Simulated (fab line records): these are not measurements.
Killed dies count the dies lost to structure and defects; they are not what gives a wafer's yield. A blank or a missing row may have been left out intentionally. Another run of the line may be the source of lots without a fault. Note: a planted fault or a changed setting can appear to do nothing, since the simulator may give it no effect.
fab line records -- flow n5_finfet
[record] lots = 6, wafers = 18, last_day = 18
route steps=1938 shown HKMG_FIN@445 BEOL_M4@1111 PASSIVATION@1936
lots that met no fault: taken from a fault-free run of the same line
start_h: start of the lot's first displayed wafer, in hours after the record's first day -- wait_h: how many hours have passed since the lot's step before this one -- " the same as in the row above -- L1.1+2: one row covering several wafers at once -- - no value, or no start given -- * or withheld: withheld -- < > ~ a bound
route shown NAME@n: a module of which the file shows steps, and the number in the route of the first -- usual: mean/standard deviation of fault-free wafers -- same: alike in all rows -- chamber/n: place in a boat -- sites: per-site readings -- _std_site: the standard deviation of these -- _edge_site: inner sites' mean taken away from outer sites' mean -- radius_mm: how far each site lies from the wafer's centre -- mask NAME#n: copy n -- behind: the most recent tool/chamber to have shaped the wafer -- hold: reason for holding the lot/hours on hold/outcome of the hold -- device: the n, p or np transistor that did not switch -- end of line: at the end of the route, the tests of the same wafers -- a step without rows: its recipe alone -- killed: the dies lost at the first sort to structure and to defects; this is not the yield of the wafer -- map: dies across one wafer; x = killed, . = not, _ = none there
set.NAME: the setting that was run; set.NAME@STEP: the one run at that earlier step -- model.NAME: the simulator's own value behind a step, which no gauge read
lots at some steps of the route; a table a step, a row a wafer
services: a tool's chamber out of use, with start hour (start_h, from the record's first day; less than 0 if before it), hours out, and reason
[[steps]]
[step N5_HKMG_FIN_STRIP_89]
[recipe] chemistry = N2/H2, material = SOC, time_s = 20, power_w = 500, temp_c = 40, pressure_mtorr = 50, rf_frequency_hz = 6e+07, bias_power_w = 8, h2_frac = 0.5, n2_flow_sccm = 300, h2_flow_sccm = 300
[step N5_HKMG_FIN_WET_ETCH_87]
[recipe] chemistry = SC1, target = TiN, mix = 1:2:40, temp_c = 50, time_s = 154.2, target_depth_nm = 4.7, dry = ipa_marangoni, rinse_time_s = 30, rinse_temp_c = 23
[step N5_HKMG_FIN_STRIP_88]
[recipe] chemistry = N2/H2, power_w = 2500, temp_c = 300, h2_frac = 0.65, time_s = 360, pressure_mtorr = withheld, n2_flow_sccm = 1750, h2_flow_sccm = 3250
[usual] drypump_motor_current_A = 5.59/0.24, heater_power_w = 464/24, temp_c = 300.00/0.2
lot.wafer,tool,chamber,start_h,wait_h,drypump_motor_current_A,heater_power_w,rf_hours_counter_h,temp_c
L672.2,plasma_asher-02,0,111.16,0.0,5.33,493,38,299.98
L672.5,plasma_asher-02,0,111.16,0.0,5.35,482,-,300.00
L672.6,plasma_asher-02,1,111.16,0.0,5.78,453,-,299.91
L673.1,plasma_asher-01,0,113.67,0.0,5.37,496,102,299.53
L673.4,plasma_asher-01,1,113.67,0.0,5.87,444,-,300.43
L673.5,plasma_asher-01,1,113.67,0.0,5.87,442,-,299.97
L678.1,plasma_asher-01,1,142.05,0.0,5.87,437,109,300.02
L678.4,plasma_asher-01,1,142.05,0.0,5.87,446,-,300.11
L678.6,plasma_asher-01,1,142.05,0.0,5.85,443,-,300.16
L684.1,plasma_asher-02,0,178.60,0.0,5.34,483,48,300.15
L684.2,plasma_asher-02,1,178.60,0.0,5.81,443,48,299.71
L684.4,plasma_asher-02,1,178.60,0.0,5.79,444,-,299.95
L685.1,plasma_asher-01,1,185.37,0.0,5.89,437,122,299.89
L685.4,plasma_asher-01,1,185.37,0.0,5.90,425,-,300.07
L685.5,plasma_asher-01,1,185.37,0.0,5.90,430,-,299.95
L689.3,plasma_asher-02,1,210.94,0.1,5.78,438,-,300.39
L689.4,plasma_asher-02,0,210.94,0.1,5.34,476,-,299.90
L689.6,plasma_asher-02,1,210.94,0.1,5.75,438,-,300.26
[step N5_HKMG_FIN_NWFM_ALD_20]
[recipe] material = TiAlC, target_thk_a = 20, temp_c = 300, ald_precursor_family = TiCl4, ald_co_reactant = TEA, pulse_time_s = 3, purge_time_s = 2, co_reactant_purge_time_s = 2, co_reactant_pulse_time_s = 10, ald_cycles = 7, pressure_torr = 3
[usual] ald_cycles = 7/0, heater_power_w = 475/48, precursor_pulse_height_rel = 1.001/0.018
lot.wafer,tool,chamber,start_h,wait_h,ald_cycles,heater_power_w,precursor_pulse_height_rel
L672.2,ald_metal-02,1,111.54,0.3,7,470,1.028
L672.5,ald_metal-02,0,111.54,0.3,7,467,0.999
L672.6,ald_metal-02,3,111.54,0.3,7,430,0.987
L673.1,ald_metal-04,0,114.05,0.3,7,549,0.985
L673.4,ald_metal-04,3,114.05,0.3,7,536,0.982
L673.5,ald_metal-04,2,114.05,0.3,7,405,1.002
L678.1,ald_metal-04,3,142.44,0.3,7,541,0.999
L678.4,ald_metal-04,1,142.44,0.3,7,490,0.979
L678.6,ald_metal-04,2,142.44,0.3,7,404,0.997
L684.1,ald_metal-04,0,178.99,0.3,7,551,0.994
L684.2,ald_metal-04,1,178.99,0.3,7,491,1.023
L684.4,ald_metal-04,3,178.99,0.3,7,545,0.965
L685.1,ald_metal-04,2,185.75,0.3,7,403,0.981
L685.4,ald_metal-04,2,185.75,0.3,7,400,1.040
L685.5,ald_metal-04,1,185.75,0.3,7,488,1.021
L689.3,ald_metal-02,2,211.21,0.1,7,541,0.981
L689.4,ald_metal-02,1,211.21,0.1,7,453,0.983
L689.6,ald_metal-02,3,211.21,0.1,7,437,0.974
[step N5_HKMG_FIN_ALD_71]
[recipe] material = TiN, target_thk_a = 10, temp_c = 400, ald_precursor_family = TiCl4, ald_co_reactant = NH3, pulse_time_s = 1, purge_time_s = 3, co_reactant_purge_time_s = 2, co_reactant_pulse_time_s = 2, ald_cycles = 47, pressure_torr = 3
[step N5_HKMG_FIN_COAT_66]
[recipe] resist = SOC, temp_c = 250, time_s = 60, spin_rpm = 1500, resist_thk_nm = 300
[step N5_HKMG_FIN_ETCH_67]
[recipe] chemistry = N2/H2, target = SOC, target_depth_a = 3889, stop_on = TiN, ion_energy_ev = 100, bias_w = 61, pressure_mtorr = 30, source_w = 850, n2_flow_sccm = 200, h2_flow_sccm = 200
[step N5_HKMG_FIN_STRIP_90]
[recipe] chemistry = N2/H2, material = SOC, time_s = 20, power_w = 500, temp_c = 40, pressure_mtorr = 50, rf_frequency_hz = 6e+07, bias_power_w = 8, h2_frac = 0.5, n2_flow_sccm = 300, h2_flow_sccm = 300
[usual] chamber_pressure_mTorr = 50.00/0.043, drypump_motor_current_A = 5.7/0.56, oes_product_au = 0.76/0.088, rf_vpp_V = 54.2/0.9, showerhead_plenum_p_Torr = 3.33/0.1, temp_c = 40.00/0.12, throttle_valve_pct = 19.1/0.4
lot.wafer,tool,chamber,start_h,wait_h,chamber_pressure_mTorr,drypump_motor_current_A,oes_product_au,rf_hours_counter_h,rf_vpp_V,showerhead_plenum_p_Torr,temp_c,throttle_valve_pct
L672.2,rie_diel-05,1,112.04,0.0,50.01,5.8,0.70,222,54.4,3.31,40.00,19.1
L672.5,rie_diel-05,2,112.04,0.0,49.99,5.5,0.67,-,54.2,3.46,40.14,19.3
L672.6,rie_diel-05,3,112.04,0.0,49.99,6.1,0.72,-,52.9,3.47,39.91,19.2
L673.1,rie_diel-05,1,114.64,0.0,50.01,5.7,0.72,224,52.8,3.31,40.16,19.1
L673.4,rie_diel-05,2,114.64,0.0,50.02,5.5,0.67,228,54.2,3.46,39.93,19.3
L673.5,rie_diel-05,2,114.64,0.0,49.97,5.5,0.67,-,54.6,3.46,39.70,19.3
L678.1,rie_diel-05,2,143.04,0.0,50.06,5.6,0.66,238,55.8,3.46,39.96,19.3
L678.4,rie_diel-05,1,143.04,0.0,50.07,5.8,0.70,235,53.2,3.31,39.95,19.1
L678.6,rie_diel-05,0,143.04,0.0,50.01,6.1,0.89,-,54.6,3.29,40.19,18.8
L684.1,rie_diel-06,3,179.59,0.0,50.03,5.4,0.67,221,54.9,3.22,39.89,20.0
L684.2,rie_diel-06,1,179.59,0.0,50.05,4.9,0.76,153,52.1,3.23,40.01,18.9
L684.4,rie_diel-06,2,179.59,0.0,50.01,6.7,0.67,248,52.7,3.18,40.06,19.2
L685.1,rie_diel-06,0,186.25,0.0,50.05,5.6,0.76,168,53.8,3.35,40.24,18.8
L685.4,rie_diel-06,2,186.25,0.0,50.05,6.6,0.67,250,54.9,3.18,39.98,19.2
L685.5,rie_diel-06,0,186.25,0.0,50.02,5.6,0.76,-,53.8,3.35,40.03,18.8
L689.3,rie_diel-06,0,211.75,0.0,50.03,5.6,0.75,180,54.0,3.34,40.20,18.8
L689.4,rie_diel-06,3,211.75,0.0,49.97,5.5,0.67,234,53.5,3.21,40.01,20.0
L689.6,rie_diel-06,3,211.75,0.0,49.96,5.5,0.66,-,54.5,3.21,40.06,20.0
[step N5_HKMG_FIN_WET_ETCH_73]
[recipe] chemistry = SC1, mix = 1:2:40, temp_c = 50, time_s = 42.3, target_depth_nm = 1.3, dry = ipa_marangoni, rinse_time_s = 30, rinse_temp_c = 23
[step N5_HKMG_FIN_ETCHBACK_68]
[recipe] chemistry = Cl2/Ar, stop_on = HfO2, target_depth_a = 5, pressure_mtorr = 10, icp_w = 600, bias_w = 60, Cl2_flow_sccm = 40, Ar_flow_sccm = 60
[usual] bias_w = 59.99/0.2, chamber_pressure_mTorr = 9.999/0.0087, drypump_motor_current_A = 6.0/0.32, oes_product_au = 0.79/0.097, throttle_valve_pct = 20.75/0.2
lot.wafer,tool,chamber,start_h,wait_h,bias_w,chamber_pressure_mTorr,drypump_motor_current_A,oes_product_au,rf_hours_counter_h,throttle_valve_pct
L672.2,rie_metal-02,0,112.20,0.0,59.80,9.990,6.1,0.92,4,20.72
L672.5,rie_metal-02,0,112.20,0.0,59.73,10.000,6.2,0.91,-,20.73
L672.6,rie_metal-02,1,112.20,0.0,59.99,9.994,6.2,0.94,-,21.00
L673.1,rie_metal-01,1,114.79,0.0,59.86,9.996,6.1,0.81,25,20.90
L673.4,rie_metal-01,1,114.79,0.0,59.64,9.993,6.2,0.82,-,20.90
L673.5,rie_metal-01,0,114.79,0.0,60.00,10.004,5.3,0.77,-,20.37
L678.1,rie_metal-01,1,143.20,0.0,59.81,10.011,6.1,0.80,28,20.88
L678.4,rie_metal-01,1,143.20,0.0,59.90,9.994,6.1,0.81,-,20.88
L678.6,rie_metal-01,0,143.20,0.0,60.56,9.999,5.3,0.78,-,20.39
L684.1,rie_metal-02,0,179.75,0.0,60.39,9.998,6.1,0.87,11,20.75
L684.2,rie_metal-02,1,179.75,0.0,60.29,10.003,6.2,0.87,7,21.06
L684.4,rie_metal-02,1,179.75,0.0,60.15,10.017,6.2,0.89,-,21.05
L685.1,rie_metal-03,0,186.41,0.0,59.81,10.009,6.3,0.80,37,20.75
L685.4,rie_metal-03,0,186.41,0.0,60.15,9.986,6.3,0.81,-,20.76
L685.5,rie_metal-03,0,186.41,0.0,60.02,10.005,6.3,0.81,-,20.75
L689.3,rie_metal-03,1,211.95,0.1,59.79,10.001,6.1,0.59,-,20.76
L689.4,rie_metal-03,0,211.95,0.1,59.82,10.009,6.3,0.79,-,20.75
L689.6,rie_metal-03,1,211.95,0.1,59.79,9.994,6.1,0.60,-,20.74
[step N5_HKMG_FIN_STRIP_69]
[recipe] chemistry = N2/H2, power_w = 2500, temp_c = 300, h2_frac = 0.65, time_s = 360, pressure_mtorr = withheld, n2_flow_sccm = 1750, h2_flow_sccm = 3250
[usual] drypump_motor_current_A = 5.61/0.26, heater_power_w = 465/27, temp_c = 299.96/0.2
lot.wafer,tool,chamber,start_h,wait_h,drypump_motor_current_A,heater_power_w,rf_hours_counter_h,temp_c
L672.2,plasma_asher-02,1,112.34,0.1,5.76,445,38,299.75
L672.5,plasma_asher-02,1,112.34,0.1,5.77,446,-,299.93
L672.6,plasma_asher-02,0,112.34,0.1,5.36,478,-,300.16
L673.1,plasma_asher-01,1,114.94,0.1,5.89,439,103,299.83
L673.4,plasma_asher-01,0,114.94,0.1,5.37,500,-,300.13
L673.5,plasma_asher-01,0,114.94,0.1,5.35,497,-,299.74
L678.1,plasma_asher-01,1,143.34,0.1,5.87,434,109,300.11
L678.4,plasma_asher-01,0,143.34,0.1,5.34,503,-,300.05
L678.6,plasma_asher-01,1,143.34,0.1,5.88,436,-,300.12
L684.1,plasma_asher-01,1,179.89,0.1,5.89,440,120,299.97
L684.2,plasma_asher-01,0,179.89,0.1,5.35,501,120,299.83
L684.4,plasma_asher-01,1,179.89,0.1,5.89,447,-,299.87
L685.1,plasma_asher-01,0,186.55,0.1,5.34,486,122,299.91
L685.4,plasma_asher-01,0,186.55,0.1,5.34,480,-,299.95
L685.5,plasma_asher-01,1,186.55,0.1,5.92,435,-,300.04
L689.3,plasma_asher-01,0,212.18,0.2,5.35,491,-,299.68
L689.4,plasma_asher-01,1,212.18,0.2,5.90,436,-,299.79
L689.6,plasma_asher-01,1,212.18,0.2,5.87,438,-,300.19
[step N5_HKMG_FIN_ALD_21]
[recipe] material = TiN, target_thk_a = 15, temp_c = 400, ald_precursor_family = TiCl4, ald_co_reactant = NH3, pulse_time_s = 1, purge_time_s = 3, co_reactant_purge_time_s = 2, co_reactant_pulse_time_s = 2, ald_cycles = 68, pressure_torr = 3
[step N5_HKMG_FIN_ALD_72]
[recipe] material = W, target_thk_a = 20, temp_c = 300, pressure_torr = 7.5, ald_precursor_family = WF6, ald_co_reactant = B2H6, pulse_time_s = 1, purge_time_s = 2, co_reactant_purge_time_s = 2, co_reactant_pulse_time_s = 3, ald_cycles = 7
[usual] ald_cycles = 7/0, heater_power_w = 452/42, precursor_pulse_height_rel = 0.998/0.021
lot.wafer,tool,chamber,start_h,wait_h,ald_cycles,heater_power_w,precursor_pulse_height_rel,model.W_of_HKMG_FIN_ALD_72.thk_nm
L672.2,cvd_w-02,1,113.09,0.2,7,464,1.013,2
L672.5,cvd_w-02,0,113.09,0.2,10,438,0.994,2.6
L672.6,cvd_w-02,1,113.09,0.2,7,472,1.011,2
L673.1,cvd_w-02,1,115.68,0.2,7,460,1.007,2
L673.4,cvd_w-02,1,115.68,0.2,10,474,0.980,3
L673.5,cvd_w-02,0,115.68,0.2,10,423,1.020,2.8
L678.1,cvd_w-01,0,144.09,0.2,7,403,1.015,2.2
L678.4,cvd_w-01,1,144.09,0.2,7,499,1.001,2
L678.6,cvd_w-01,1,144.09,0.2,7,508,0.969,2
L684.1,cvd_w-02,1,180.64,0.2,7,464,0.989,2
L684.2,cvd_w-02,0,180.64,0.2,7,435,1.037,2
L684.4,cvd_w-02,0,180.64,0.2,7,444,1.033,2
L685.1,cvd_w-01,0,187.29,0.2,7,408,0.992,2.2
L685.4,cvd_w-01,1,187.29,0.2,7,505,0.962,2.2
L685.5,cvd_w-01,0,187.29,0.2,7,397,0.991,2
L689.3,cvd_w-01,0,212.83,0.2,7,408,0.993,2.2
L689.4,cvd_w-01,1,212.83,0.2,7,515,0.994,2
L689.6,cvd_w-01,0,212.83,0.2,7,405,1.006,2.2
[step N5_HKMG_FIN_W_FILL_22]
[recipe] material = W, target_thk_a = 600, temp_c = 400, pressure_torr = 39.4, time_s = 18.2
[step N5_BEOL_M4_RC_MEAS_101]
[usual] DIBL_N = 36.0/1.8, DIBL_P = 36.3/2.4, IOFF_N = 0.16/0.035, IOFF_P = 0.21/0.036, ION_N = 673/13, ION_P = 461/7.2, SS_N = 71.4/0.6, SS_P = 73.2/0.7, VT_N = 250/4, VT_P = -250.9/2.9
lot.wafer,tool,chamber,start_h,wait_h,DIBL_N[mV/V],DIBL_P[mV/V],IOFF_N[nA/um],IOFF_P[nA/um],ION_N[uA/um],ION_P[uA/um],SS_N[mV/dec],SS_P[mV/dec],VT_N[mV],VT_P[mV]
L673.1,prober-01,0,215.04,0.0,35.6,36.2,0.14,0.18,672,458,71.8,73.1,251,-252.8
L673.4,prober-01,0,215.04,0.0,35.2,36.3,0.15,0.19,679,463,71.1,74.0,253,-249.2
L673.5,prober-01,0,215.04,0.0,36.9,38.8,0.17,0.23,680,467,72.2,74.6,248,-252.6
L672.2,prober-02,0,218.16,0.2,36.7,37.5,0.16,0.21,691,464,71.2,73.5,247,-251.3
L672.5,prober-02,0,218.16,0.2,34.4,35.3,0.12,0.17,674,464,71.1,72.7,254,-254.5
L672.6,prober-02,0,218.16,0.2,36.0,37.9,0.15,0.21,668,464,71.5,74.5,251,-252.8
L678.1,prober-01,0,227.24,0.0,35.5,36.2,0.13,0.20,670,459,70.3,73.5,254,-251.5
L678.4,prober-01,0,227.24,0.0,38.4,39.8,0.18,0.28,664,463,71.5,73.8,253,-247.4
L678.6,prober-01,0,227.24,0.0,36.6,36.9,0.13,0.22,661,456,70.8,73.2,253,-249.7
L684.1,prober-02,0,279.89,0.0,35.5,36.0,0.16,0.19,672,459,71.2,73.3,248,-251.7
L684.2,prober-02,0,279.89,0.0,35.9,37.5,0.17,0.21,694,465,71.0,73.5,248,-251.6
L684.4,prober-02,0,279.89,0.0,33.8,34.0,0.14,0.18,668,457,70.6,73.0,250,-253.1
L685.1,prober-01,0,286.61,0.0,37.3,38.7,0.16,0.25,677,468,71.8,73.3,252,-250.9
L685.4,prober-01,0,286.61,0.0,36.5,35.5,0.14,0.19,660,448,71.7,73.0,255,-250.3
L685.5,prober-01,0,286.61,0.0,35.4,34.9,0.12,0.18,648,452,71.3,72.5,254,-251.1
L689.3,prober-02,0,320.03,0.3,35.2,35.6,0.13,0.19,652,459,70.8,73.2,253,-253.7
L689.4,prober-02,0,320.03,0.3,35.7,35.4,0.13,0.19,677,464,71.1,72.7,252,-252.5
L689.6,prober-02,0,320.03,0.3,36.8,38.2,0.16,0.23,671,462,71.4,73.4,250,-249.5
[step N5_PASSIVATION_PROBE_49]
[usual] defect_limited_yield = 91.2/1.4, killed_at_M0_to_M3 = 35/11, killed_at_M4_up = 14/5.6, killed_at_contacts = 12/5.6, killed_at_front_end = 38/11, killed_at_other = 4/3.4, killed_dies = 103/17, killed_open = 68/12, killed_short = 33/8.8, sort_bin_5_function = 5.1/0.89, sort_bin_6_memory = 3.3/0.71, sort_n_pass = 1077/17, sort_yield_pct = 91.2/1.4
[same] gross_dies = 1180, killed_at_back_side = 0, sort_bin_4_leakage[%] = 0, sort_bin_8_speed[%] = 0
lot.wafer,tool,chamber,start_h,wait_h,defect_limited_yield[%],killed_at_M0_to_M3,killed_at_M4_up,killed_at_contacts,killed_at_front_end,killed_at_other,killed_dies,killed_open,killed_short,sort_bin_5_function[%],sort_bin_6_memory[%],sort_n_pass,sort_yield_pct[%]
L685.4,prober-01,-,401.80,0.2,91.7,46,16,14,22,0,98,55,43,4.6,3.1,1082,91.7
L685.5,prober-01,-,401.85,0.2,93.1,29,15,7,27,3,81,51,28,3.6,2.9,1099,93.1
// killed by level:class
L685.4 BEOL_M0_SAQP:geometric_particle:short=20 MOL_CONTACT_COAG:geometric_particle:open=9 BEOL_M0_SAQP:geometric_particle:open=7 BEOL_M2:geometric_particle:open=7 GATE_CUT:geometric_particle:short=6 MOL_CONTACT_COAG:geometric_particle:short=5 BEOL_M2:geometric_particle:short=5 BEOL_M4:geometric_particle:open=5
L685.5 GATE_CUT:geometric_particle:short=10 BEOL_M3:geometric_particle:open=8 BEOL_M4:geometric_particle:open=8 MOL_CONTACT_COAG:geometric_particle:open=7 BEOL_M0_SAQP:geometric_particle:short=7 BEOL_M2:geometric_particle:open=4 BEOL_M1:geometric_particle:open=4 FIN_SAQP:geometric_particle:short=3
[[services]]
tool,chamber,start_h,hours,kind
ald_metal-02,2,104.32,27.5,repair
rie_metal-02,-,121.53,2.8,pm
rie_diel-05,-,147.49,16.3,repair
ald_metal-02,2,152.01,47.3,repair
plasma_asher-02,-,154.00,17.9,repair
rie_metal-01,0,155.40,25.5,repair
rie_metal-03,-,162.48,0.4,repair
ald_metal-02,-,165.23,2.8,pm
cvd_w-01,0,166.57,1.7,repair
ald_metal-02,0,168.46,3.2,repair
cvd_w-01,-,168.79,6.0,pm
plasma_asher-02,-,174.04,0.6,repair
rie_metal-03,-,177.06,1.4,pm
plasma_asher-02,-,180.28,12.1,repair
ald_metal-04,0,182.77,30.8,repair
rie_diel-06,2,186.97,-,clean
rie_diel-06,2,186.97,-,consumable_replace:focus_ring
rie_diel-06,2,186.97,-,consumable_replace:showerhead
rie_diel-06,2,186.97,13.7,scheduled_down
rie_diel-06,2,186.97,13.7,vent_cycle
ald_metal-04,2,188.80,22.7,repair
ald_metal-04,3,197.15,26.5,repair
plasma_asher-02,-,206.24,2.8,pm
cvd_w-02,-,212.78,0.9,repair
[[key]]
[first_sign] step = N5_HKMG_FIN_ALD_72, reading = ald_cycles, direction = up, sigmas = 99+, usual = *, struck = *
effect none on later readings
[model_effect] step = N5_HKMG_FIN_ALD_72, value = W_of_HKMG_FIN_ALD_72.thk_nm, without = 1.8, struck = 2.8
met_at N5_HKMG_FIN_ALD_72
struck_wafers L672.5,L673.4,L673.5
[fault] kind = process_parameter_drift, tool = cvd_w-02, chamber = -, onset_h = 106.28, steps = N5_HKMG_FIN_ALD_72, channel = ald_cycles, offset = *, shape = step, end_h = 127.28, scope = struck_wafers_only, stated = *
